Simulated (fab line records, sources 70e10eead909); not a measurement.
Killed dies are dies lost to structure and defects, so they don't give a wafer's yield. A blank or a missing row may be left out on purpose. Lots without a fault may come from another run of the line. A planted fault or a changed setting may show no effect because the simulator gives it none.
Chamber matching | flow nand_harc | NHARC_A_STAIRCASE_ETCHBACK_157 on rie_diel-08: 4 sister chambers
The step etches the open film in CH3F/O2, target depth 90 nm, time 167.14 s. 8 wafers are shown with their chamber, then 8 later ones without.

WAFERS WITH THEIR CHAMBER
wafer  | chamber | drypump_motor_current_A (A) | showerhead_plenum_p_Torr (Torr)
L075.2 | 1       | 5.6                         | 2.54
L085.3 | 0       | 5.3                         | 2.48
L085.4 | 2       | 5.6                         | 2.39
L088.4 | 1       | 5.6                         | 2.52
L087.1 | 2       | 5.6                         | 2.39
L087.4 | 0       | 5.3                         | 2.47
L087.6 | 3       | 5.9                         | 2.40
L094.1 | 3       | 5.8                         | 2.40

WAFERS WITHOUT THEIR CHAMBER
wafer  | drypump_motor_current_A (A) | showerhead_plenum_p_Torr (Torr)
L094.3 | 5.6                         | 2.52
L094.4 | 5.6                         | 2.38
L093.2 | 5.3                         | 2.47
L093.4 | 5.6                         | 2.52
L093.5 | 5.6                         | 2.38
L095.3 | 5.6                         | 2.38
L095.4 | 5.5                         | 2.51
L095.6 | 5.6                         | 2.38

WHICH CHAMBER EACH WENT THROUGH
wafer  | from the rows above | in truth
L094.3 | 1                   | 1
L094.4 | 2                   | 2
L093.2 | 0                   | 0
L093.4 | 1                   | 1
L093.5 | 2                   | 2
L095.3 | 2                   | 2
L095.4 | 1                   | 1
L095.6 | 2                   | 2
Placed correctly: 8 of 8. Can't be placed from these rows: 0. Placed wrongly: 0.
How it was worked out, from the rows above alone: a wafer's distance from a chamber is the root of the sum, over the readings, of the square of ((its reading less the chamber's mean) divided by the reading's scatter). The wafer belongs to the nearest chamber; if the next one is less than 2 further off, it can't be placed. A chamber's mean is the mean of its shown wafers. The scatter: the root of (the sum of the squares of (reading less its chamber's mean) over the shown wafers, divided by (wafers less chambers)).
